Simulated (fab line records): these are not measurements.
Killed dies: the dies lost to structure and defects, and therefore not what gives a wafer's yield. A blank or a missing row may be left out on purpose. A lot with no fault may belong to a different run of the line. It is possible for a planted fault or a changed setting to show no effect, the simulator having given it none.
A struck lot beside a sound one | flow n5Finfet | 37 out of 1938 route steps
Sound: the wafers L891.2, L891.3, L891.4. Struck: wafer L897.1; the same lot's L897.6 was not struck, so it is left out; see the end for the cause.
Each step with rows lists, per side, the tool, then ch with its chambers, then its first start. Under that, the readings that differ: sound wafers | struck wafers | difference of the means | sigmas: that difference in standard deviations of wafers without a fault.
alike: a reading whose means differ by less than 2 such deviations, as well as words and numbers matching on both sides. not compared: withheld readings; readings where some wafer has no value; bounds like >300 that might hide an equal value; numbers whose values overlap and for which the record gives no deviation.
The two part at a step that has a row with sigmas, a row that says differs or no value, or rows on one side only. Numbers that don't overlap but have no deviation are shown without sigmas and don't part them. A reading that every wafer of one side lacks parts them only if that side has two wafers or more.

first, 9 steps without rows for these wafers: N5_BEOL_M11_ALD_74 (deposits TaN, target thk 2 nm, pulse time 2 s, purge time 3 s); N5_BEOL_M11_SURFACE_TREAT_76; N5_BEOL_M11_CVD_75 (deposits Co from CCTBA/H2, target thk 2 nm, time 138.9 s); N5_BEOL_M11_SPUTTER_48 (material Cu, target thk 12 nm, time 2 s); N5_BEOL_M11_ECD_50 (material Cu, target thk 318 nm); N5_BEOL_M11_ANNEAL_51 (time 90 s); N5_BEOL_M11_CMP_52 (polishes, stops on SiCOH lowk, t overpolish 7 s, target thk 140 nm); N5_BEOL_M11_PRE_CLEAN_55 (time 15 s); N5_BEOL_M11_DEP_56 (deposits SiCN from 3MS/NH3, target thk 30 nm, time 10.5 s).
N5_BEOL_M12_ILD_DEP_00: deposits SiOC from DEMS/O2, target thk 658.92 nm, time 130.7 s.
  sound on pecvd-04 ch 0,1, day 13 00:54; struck on pecvd-04 ch 2, day 14 02:37
reading                                      | sound           | struck | difference | sigmas
model.SiOC_of_BEOL_M12_ILD_DEP_00.thkNm (nm) | 654 647.8 657.2 | 689    | +36        | 
  alike: heaterPowerW, showerheadPlenumPTorr, throttleValvePct
N5_BEOL_M12_THK_MEAS_01:
  sound: filmMetro-02 at day 13 01:02; struck: filmMetro-01 at day 14 02:45
reading          | sound       | struck | difference | sigmas
M12_ILD_THK (nm) | 654 648 657 | 689    | +36        | +4
then, 10 steps without rows for these wafers: N5_BEOL_M12_COAT_58 (time 60 s, resist thk 89 nm); N5_BEOL_M12_COAT_04 (resist thk 400 nm); N5_BEOL_M12_EBR_06; N5_BEOL_M12_SOFTBAKE_05 (time 60 s); N5_BEOL_M12_EXPOSE_07 (exposes mask V11); N5_BEOL_M12_PEB_08 (peb time 90 s); N5_BEOL_M12_DEVELOP_09 (develop time 45 s); N5_BEOL_M12_HARDBAKE_14 (time 120 s); N5_BEOL_M12_DESCUM_15 (chemistry O2, time 7.9 s); N5_BEOL_M12_ETCH_59 (etches BARC in N2/H2, target depth 89 nm, overetch 26.7 nm, time 67.9 s).
N5_BEOL_M12_VIA_ETCH_16: etches SiOC in C4F8/O2/Ar, target depth 724.8 nm.
  sound on rieDiel-06 ch 0,1,3, day 13 01:38; struck on rieDiel-05 ch 3, day 14 03:27
reading                                   | sound             | struck | difference | sigmas
model.etch.depthNm (nm)                   | 654.1 647.9 657.1 | 689    | +36        | 
model.coat_of_BEOL_M12_COAT_04.thkNm (nm) | 127.6 131.6 122.8 | 115.2  | -12.1      | 
  alike: O2_flow_sccm, drypumpMotorCurrentA, oesProductAu, rfVppV, showerheadPlenumPTorr, throttleValvePct
N5_BEOL_M12_STRIP_63: strips in N2/H2.
  sound on plasmaAsher-02 ch 0,1, day 13 01:50; struck on plasmaAsher-01 ch 0, day 14 03:39
reading                  | sound          | struck | difference | sigmas
drypumpMotorCurrentA (A) | 6.6 6.6 5.9    | 5.3    | -1.1       | -2
stripTimeToEndpointS (s) | 43.7 44.8 42.4 | 40.4   | -3.2       | -3
  alike: h2FlowSccm, heaterPowerW, oesProductAu
  not compared: rfHoursCounterH
then, 12 steps without rows for these wafers: N5_BEOL_M12_STRIP_64 (strips in N2/H2); N5_BEOL_M12_STRIP_71 (strips in post etch residue remover, time 60 s); N5_BEOL_M12_SRD_72 (time 30 s, dry time 30 s); N5_BEOL_M12_COAT_65 (time 60 s, resist thk 300 nm); N5_BEOL_M12_COAT_66 (time 60 s, resist thk 110 nm); N5_BEOL_M12_COAT_22 (resist thk 300 nm); N5_BEOL_M12_EBR_24; N5_BEOL_M12_SOFTBAKE_23 (time 60 s); N5_BEOL_M12_EXPOSE_25 (exposes mask M12); N5_BEOL_M12_PEB_26 (peb time 90 s); N5_BEOL_M12_DEVELOP_27 (develop time 45 s); N5_BEOL_M12_HARDBAKE_32 (time 120 s).
N5_BEOL_M12_CMP_49: polishes, stops on SiOC, t overpolish 20.6 s, target thk 320 nm.
  sound on cmp-03 ch 0,1,3, day 13 05:24; struck on cmp-03 ch 2, day 14 10:49
reading                                      | sound             | struck | difference | sigmas
model.SiOC_of_BEOL_M12_ILD_DEP_00.thkNm (nm) | 591.6 589.2 599.6 | 627.2  | +33.7      | 
  alike: edgeZonePressureFrac, motorCurrentA
N5_PASSIVATION_PROBE_49:
  sound: prober-01 at day 14 15:14; struck: prober-02 at day 15 21:41
reading         | sound    | struck | difference | sigmas
killed_at_M4_up | 26 22 18 | 7      | -15        | -2
killedAtOther   | 0 1 3    | 11     | +10        | +3
  alike: defectLimitedYield, killed_at_M0_to_M3, killedAtContacts, killedAtFrontEnd, killedDies, killedOpen, killedShort, sort_bin_4_leakage, sort_bin_5_function, sort_bin_6_memory, sort_bin_8_speed, sortNPass, sortYieldPct

== WHERE THEY PART ==
Last at N5_PASSIVATION_PROBE_49 as far as this record goes, first at N5_BEOL_M12_THK_MEAS_01.

WHY: whatever the simulator had introduced
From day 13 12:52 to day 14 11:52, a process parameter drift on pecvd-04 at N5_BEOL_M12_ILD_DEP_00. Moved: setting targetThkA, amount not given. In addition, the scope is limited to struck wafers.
